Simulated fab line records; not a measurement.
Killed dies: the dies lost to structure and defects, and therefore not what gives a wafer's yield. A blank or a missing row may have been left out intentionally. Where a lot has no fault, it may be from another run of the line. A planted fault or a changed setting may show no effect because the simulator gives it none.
Comparing a struck lot with a sound one | flow nand-harc | 40 out of 1159 route steps
Sound: wafers L485.2, L485.4, L485.6. Struck: wafer L495.1. (L495.2, L495.5 of the same lot were not struck and are left out.) The cause comes at the end.
Per side, at each step with rows, come the tool, then ch with its chambers, and then its first start. Under that, the readings that differ: sound wafers | struck wafers | difference of the means | sigmas: that difference in standard deviations of wafers without a fault.
alike: readings whose means differ by less than 2 such deviations, and words and numbers that are the same on both sides. not compared: withheld readings, readings that some wafer has no value for, bounds like >300 that may hide the same value, and numbers for which the record gives no deviation and whose values overlap.
The two part at a step that has a row with sigmas, a row that says differs or no value, or rows on one side only. Numbers that have no deviation but don't overlap get no sigmas and don't part them. Lack of a reading on every wafer of one side parts them only where that side has two or more wafers.

first, 11 steps without rows for these wafers: NHARC_A_STAIRCASE_SRD_174; NHARC_A_STAIRCASE_DEHYDRATE_01 (time 120 s); NHARC_A_STAIRCASE_HMDS_02 (time 30 s); NHARC_A_STAIRCASE_COAT_03; NHARC_A_STAIRCASE_SOFTBAKE_04 (time 170 s); NHARC_A_STAIRCASE_EBR_05; NHARC_A_STAIRCASE_EXPOSE_06 (exposes mask STAIR); NHARC_A_STAIRCASE_PEB_07 (peb time 130 s); NHARC_A_STAIRCASE_DEVELOP_08 (time 140 s); NHARC_A_STAIRCASE_HARDBAKE_10 (time 140 s); NHARC_A_STAIRCASE_DESCUM_11 (chemistry O2, time 3 s).
NHARC_A_STAIRCASE_TRIM_12: chemistry O2, time 211.2 s.
  sound on rie-diel-09 ch 2,3, day 11 06:48; struck on rie-diel-09 ch 1, day 13 08:08
  reading                         | sound          | struck | difference | sigmas
  showerhead-plenum-p-Torr (Torr) | 3.71 3.64 3.71 | 3.32   | -0.37      | -2
  alike: drypump-motor-current-A, oes-product-au, rf-vpp-V, throttle-valve-pct
  not compared: rf-hours-counter-h
then, 2 steps without rows for these wafers: NHARC_A_STAIRCASE_ETCH_13 (etches the open film in C4F8/O2, target depth 100 nm, time 40.5 s); NHARC_A_STAIRCASE_TRIM_14 (chemistry O2, time 211.2 s).
NHARC_A_STAIRCASE_ETCH_15: etches the open film in C4F8/O2, target depth 100 nm, time 40.5 s.
  sound on rie-diel-09 ch 1,2,3; struck on rie-diel-09 ch 0
  alike: bias-w, oes-product-au, rf-vpp-V
  not compared: rf-hours-counter-h
then, 1 step without rows for these wafers: NHARC_A_STAIRCASE_TRIM_16 (chemistry O2, time 211.2 s).
NHARC_A_STAIRCASE_ETCH_17: etches the open film in C4F8/O2, target depth 100 nm, time 40.5 s.
  sound on rie-diel-09 ch 2,3; struck on rie-diel-09 ch 2
  alike: bias-w, oes-product-au, rf-vpp-V
  not compared: rf-hours-counter-h
then, 2 steps without rows for these wafers: NHARC_A_STAIRCASE_TRIM_18 (chemistry O2, time 211.2 s); NHARC_A_STAIRCASE_ETCH_19 (etches the open film in C4F8/O2, target depth 100 nm, time 40.5 s).
NHARC_A_STAIRCASE_TRIM_20: chemistry O2, time 211.2 s.
  sound on rie-diel-09 ch 1,3, day 11 08:16; struck on rie-diel-09 ch 3, day 13 09:17
  alike: drypump-motor-current-A, oes-product-au, rf-vpp-V, showerhead-plenum-p-Torr, throttle-valve-pct
  not compared: rf-hours-counter-h
then, 3 steps without rows for these wafers: NHARC_A_STAIRCASE_ETCH_21 (etches the open film in C4F8/O2, target depth 100 nm, time 40.5 s); NHARC_A_STAIRCASE_TRIM_22 (chemistry O2, time 211.2 s); NHARC_A_STAIRCASE_ETCH_23 (etches the open film in C4F8/O2, target depth 100 nm, time 40.5 s).
NHARC_A_STAIRCASE_TRIM_24: chemistry O2, time 211.2 s.
  sound on rie-diel-09 ch 0,1,3; struck on rie-diel-09 ch 2
  alike: drypump-motor-current-A, oes-product-au, rf-vpp-V, showerhead-plenum-p-Torr, throttle-valve-pct
  not compared: rf-hours-counter-h
NHARC_A_STAIRCASE_ETCH_25: etches the open film in C4F8/O2, target depth 100 nm, time 40.5 s.
  sound on rie-diel-09 ch 0,3; struck on rie-diel-09 ch 1
  reading      | sound       | struck | difference | sigmas
  rf-vpp-V (V) | 904 900 899 | 887    | -14        | -2
  alike: bias-w, oes-product-au
  not compared: rf-hours-counter-h
then, 14 steps without rows for these wafers: NHARC_A_STAIRCASE_TRIM_26 (chemistry O2, time 211.2 s); NHARC_A_STAIRCASE_ETCH_27 (etches the open film in C4F8/O2, target depth 100 nm, time 40.5 s); NHARC_A_STAIRCASE_STRIP_175 (strips in O2); NHARC_A_STAIRCASE_STRIP_148 (strips in SPM, time 900 s); NHARC_A_STAIRCASE_PRECLEAN_149 (cleans in SC1); NHARC_A_STAIRCASE_SRD_150; NHARC_A_STAIRCASE_DEHYDRATE_176 (time 120 s); NHARC_A_STAIRCASE_HMDS_177 (time 30 s); NHARC_A_STAIRCASE_COAT_178; NHARC_A_STAIRCASE_SOFTBAKE_179 (time 170 s); NHARC_A_STAIRCASE_EBR_180; NHARC_A_STAIRCASE_EXPOSE_181 (exposes mask STAIR 2); NHARC_A_STAIRCASE_PEB_182 (peb time 130 s); NHARC_A_STAIRCASE_DEVELOP_183 (time 140 s).
-- the record jumps here: 9 days lie between the struck wafers' starts before and after (it left off in module A_STAIRCASE and takes up again in module END, whose first step shown is number 1159 of the route) --
NHARC_END_SORT_01:
  the record has rows for the struck wafers here (prober-01 ch 0, day 22 00:10) and none for the sound ones

## WHERE THEY PART
At NHARC_A_STAIRCASE_TRIM_12 first; at NHARC_END_SORT_01 last (within this record only).

WHY: what had been put in by the simulator
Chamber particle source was rie-diel-09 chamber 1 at NHARC_A_STAIRCASE_TRIM_12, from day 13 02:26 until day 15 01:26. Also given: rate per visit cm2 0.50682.
